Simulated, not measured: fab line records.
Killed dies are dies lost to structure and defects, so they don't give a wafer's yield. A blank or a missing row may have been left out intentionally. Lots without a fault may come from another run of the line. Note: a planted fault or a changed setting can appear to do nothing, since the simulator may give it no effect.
Code-filled problem report in 8D (eight disciplines) form + flow nand harc + the parts of the form that need people (team, actions taken, sign-off) are left out

## 1. THE PROBLEM
killed at array at NHARC_END_SORT_01 reads a mean of 670 on 9 wafers of 3 lots; wafers without a fault read 58 with a standard deviation of 22. That puts it +28 standard deviations away from the usual mean.
First observed at day 30 22:19: wafer L577.1, on prober-01. The record has a number at this step for 9 wafers belonging to 3 lots. The rule behind "out" and "out of limits": a value lying over 4 standard deviations away from the usual mean. Any other wafer with a number is counted as sound.

## 2. WHAT THIS IS AND IS NOT
| question                    | is                           | is not                            |
|-----------------------------|------------------------------|-----------------------------------|
| which readings at this step | killed at array, killed dies | killed at periphery, killed short |
| which lots                  | L577, L578, L579             | -                                 |
| which wafers of those lots  | all that have a number       | -                                 |
| read on which gauges        | prober-01, prober-02         | -                                 |
| when                        | from day 30 22:19            | up to then (0 sound wafers)       |

## 3. WHAT RULES OUT EACH SUSPECT
Counting: a tool at any process step up to the reading remains a suspect when it ran all the lots that are out and ran no sound lot after the first of those.
- the gauge at NHARC_END_SORT_01 is ruled out. 2 gauges (prober-01, prober-02) read the wafers that are out.
- rie diel-05 at NHARC_A_CONTACT_ETCH_75 (etches the open film in CF4, target depth 39 nm, time 65 s): kept. It ran every lot that is out, first L577 (day 28 12:22), and no sound lot after that.
The count leaves rie diel-05 at NHARC_A_CONTACT_ETCH_75.

## 4. THE CAUSE (what the simulator had put in)
Skipped step whole: rie diel-05, from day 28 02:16 on, at NHARC_A_CONTACT_ETCH_75. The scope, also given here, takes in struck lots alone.
This tool alone remained once counting was done.

## 5. THE EFFECT CHAIN, in route order
Each row: a reading where the mean over the struck wafers with a number is more than 3 standard deviations away from the usual. Scope: only readings with a usual standard deviation given in the record; hours: median across lots of the time from each lot's start at the first step in this table that gives one to its start at this step; sigmas: change in usual standard deviations.
| hours | step              | reading         | usual | on struck wafers | change | sigmas |
|-------|-------------------|-----------------|-------|------------------|--------|--------|
| 0     | NHARC_END_SORT_01 | killed at array | 58    | 670              | +612   | +28    |
| 0     | NHARC_END_SORT_01 | killed dies     | 64    | 677              | +613   | +28    |
Readings that are blank on the struck wafers while sound wafers have them: bias w at NHARC_A_CONTACT_ETCH_75; cf4 flow sccm at NHARC_A_CONTACT_ETCH_75; drypump motor current A at NHARC_A_CONTACT_ETCH_75; oes product au at NHARC_A_CONTACT_ETCH_75; rf vpp V at NHARC_A_CONTACT_ETCH_75; showerhead plenum p Torr at NHARC_A_CONTACT_ETCH_75; throttle valve pct at NHARC_A_CONTACT_ETCH_75.

## 6. HOW IT WOULD HAVE BEEN CAUGHT EARLIER
In this record the first reading out of limits at a measuring or inspecting step was taken at day 30 22:19, 68 hours after the fault began at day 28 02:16.
At NHARC_A_CONTACT_ETCH_75 the tool's readings are blank on the struck wafers, where sound wafers have them: an empty tool record is the first sign, and it was there at once.
Each of the lots that are out, 3 in all, had begun NHARC_A_CONTACT_ETCH_75 on rie diel-05 no later than day 30 22:19. Holding the tool at that point would not have protected any of them.
